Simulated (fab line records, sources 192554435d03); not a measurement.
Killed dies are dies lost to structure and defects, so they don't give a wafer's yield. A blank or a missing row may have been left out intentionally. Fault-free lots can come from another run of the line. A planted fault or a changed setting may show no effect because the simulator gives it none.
What tool caused it? || flow n5Finfet || 12 lots with 36 wafers sampled at 4 steps, on a route of 1938 steps

== WHAT EACH GAUGE READ, for each wafer ==
N5_BEOL_M15_INSPECT_55: inspects for defects (darkfield).
{"lot": "L075", "measured": "day 11 12:07", "on": "defectInspect-02", "rawDefectCount": "82 93 78"}
{"lot": "L077", "measured": "day 12 07:11", "on": "defectInspect-01", "rawDefectCount": "65 96 57"}
{"lot": "L081", "measured": "day 13 04:43", "on": "defectInspect-02", "rawDefectCount": "91 60 100"}
{"lot": "L080", "measured": "day 13 11:28", "on": "defectInspect-02", "rawDefectCount": "72 70 81"}
{"lot": "L083", "measured": "day 14 08:34", "on": "defectInspect-01", "rawDefectCount": "57 42 67"}
{"lot": "L085", "measured": "day 14 22:19", "on": "defectInspect-01", "rawDefectCount": "40 42 30"}
{"lot": "L088", "measured": "day 15 01:02", "on": "defectInspect-02", "rawDefectCount": "53 56 46"}
{"lot": "L089", "measured": "day 15 10:05", "on": "defectInspect-01", "rawDefectCount": "36 51 58"}
{"lot": "L090", "measured": "day 15 21:59", "on": "defectInspect-01", "rawDefectCount": "45 43 60"}
{"lot": "L092", "measured": "day 16 20:35", "on": "defectInspect-02", "rawDefectCount": "66 55 155"}
{"lot": "L094", "measured": "day 17 01:52", "on": "defectInspect-01", "rawDefectCount": "57 81 94"}
{"lot": "L096", "measured": "day 17 02:23", "on": "defectInspect-02", "rawDefectCount": "74 43 97"}

== EACH LOT AND THE TOOL THAT RAN IT (in order: tool; ch and the chambers of the sampled wafers; start) ==
{"lot": "L075", "N5_BEOL_M15_STRIP_62": "rieDiel-05 ch 1,2, day 11 10:43 or earlier", "N5_BEOL_M15_DEGAS_41": "pvdSputter-03, day 11 10:43", "N5_BEOL_M15_ANNEAL_48": "rtpAnneal-02 ch 0, day 11 11:28"}
{"lot": "L077", "N5_BEOL_M15_STRIP_62": "rieDiel-05 ch 1,2,3, day 12 05:33 or earlier", "N5_BEOL_M15_DEGAS_41": "pvdSputter-03, day 12 05:33", "N5_BEOL_M15_ANNEAL_48": "rtpAnneal-02 ch 0, day 12 06:27"}
{"lot": "L081", "N5_BEOL_M15_STRIP_62": "rieDiel-05 ch 0,2,3, day 13 03:11 or earlier", "N5_BEOL_M15_DEGAS_41": "pvdSputter-02, day 13 03:11", "N5_BEOL_M15_ANNEAL_48": "rtpAnneal-01 ch 0, day 13 03:58"}
{"lot": "L080", "N5_BEOL_M15_STRIP_62": "rieDiel-04 ch 0,1,2, day 13 10:06 or earlier", "N5_BEOL_M15_DEGAS_41": "pvdSputter-03, day 13 10:06", "N5_BEOL_M15_ANNEAL_48": "rtpAnneal-01 ch 0, day 13 10:41"}
{"lot": "L083", "N5_BEOL_M15_STRIP_62": "rieDiel-04 ch 2,3, day 14 06:48 or earlier", "N5_BEOL_M15_DEGAS_41": "pvdSputter-01, day 14 06:48", "N5_BEOL_M15_ANNEAL_48": "rtpAnneal-02 ch 0, day 14 07:55"}
{"lot": "L085", "N5_BEOL_M15_STRIP_62": "rieDiel-04 ch 0,1,3, day 14 19:43 or earlier", "N5_BEOL_M15_DEGAS_41": "pvdSputter-01, day 14 19:43", "N5_BEOL_M15_ANNEAL_48": "rtpAnneal-01 ch 0, day 14 21:28"}
{"lot": "L088", "N5_BEOL_M15_STRIP_62": "rieDiel-04 ch 0,1,3, day 14 23:41 or earlier", "N5_BEOL_M15_DEGAS_41": "pvdSputter-02, day 14 23:41", "N5_BEOL_M15_ANNEAL_48": "rtpAnneal-02 ch 0, day 15 00:22"}
{"lot": "L089", "N5_BEOL_M15_STRIP_62": "rieDiel-05 ch 0,1,3, day 15 08:31 or earlier", "N5_BEOL_M15_DEGAS_41": "pvdSputter-03, day 15 08:31", "N5_BEOL_M15_ANNEAL_48": "rtpAnneal-01 ch 0, day 15 09:26"}
{"lot": "L090", "N5_BEOL_M15_STRIP_62": "rieDiel-05 ch 0,1, day 15 20:38 or earlier", "N5_BEOL_M15_DEGAS_41": "pvdSputter-01, day 15 20:38", "N5_BEOL_M15_ANNEAL_48": "rtpAnneal-01 ch 0, day 15 21:20"}
{"lot": "L092", "N5_BEOL_M15_STRIP_62": "rieDiel-04 ch 0,1,3, day 16 19:15 or earlier", "N5_BEOL_M15_DEGAS_41": "pvdSputter-02, day 16 19:15", "N5_BEOL_M15_ANNEAL_48": "rtpAnneal-01 ch 0, day 16 19:51"}
{"lot": "L094", "N5_BEOL_M15_STRIP_62": "rieDiel-02 ch 1,3, day 17 00:16 or earlier", "N5_BEOL_M15_DEGAS_41": "pvdSputter-02, day 17 00:16", "N5_BEOL_M15_ANNEAL_48": "rtpAnneal-02 ch 0, day 17 01:07"}
{"lot": "L096", "N5_BEOL_M15_STRIP_62": "rieDiel-02 ch 0,2,3, day 17 00:37 or earlier", "N5_BEOL_M15_DEGAS_41": "pvdSputter-03, day 17 00:37", "N5_BEOL_M15_ANNEAL_48": "rtpAnneal-02 ch 0, day 17 01:40"}
- N5_BEOL_M15_STRIP_62: strips in O2.
- N5_BEOL_M15_DEGAS_41: time 60 s.
- N5_BEOL_M15_ANNEAL_48: time 90 s.

== THE ANSWER, worked out from the rows above alone ==
Rule: the usual values come from the lots themselves. Put in order of their means at a reading, lots are off if they are a third of the lots or fewer, leave a main group of 4 or more, and stand apart from it by a gap of 3 or more times the standard deviation of the main group's means; of several such gaps the widest counts. A main group is skipped when, at the precision printed for the reading in the tables above, its means are all equal. A lot without any number at a reading at which 4 lots or more have one is off too. All remaining lots with rows at the step are treated as sound.
No lot is off on any of the readings shown, so nothing can be concluded from this.

== WHAT WAS PUT IN BY THE SIMULATOR ==
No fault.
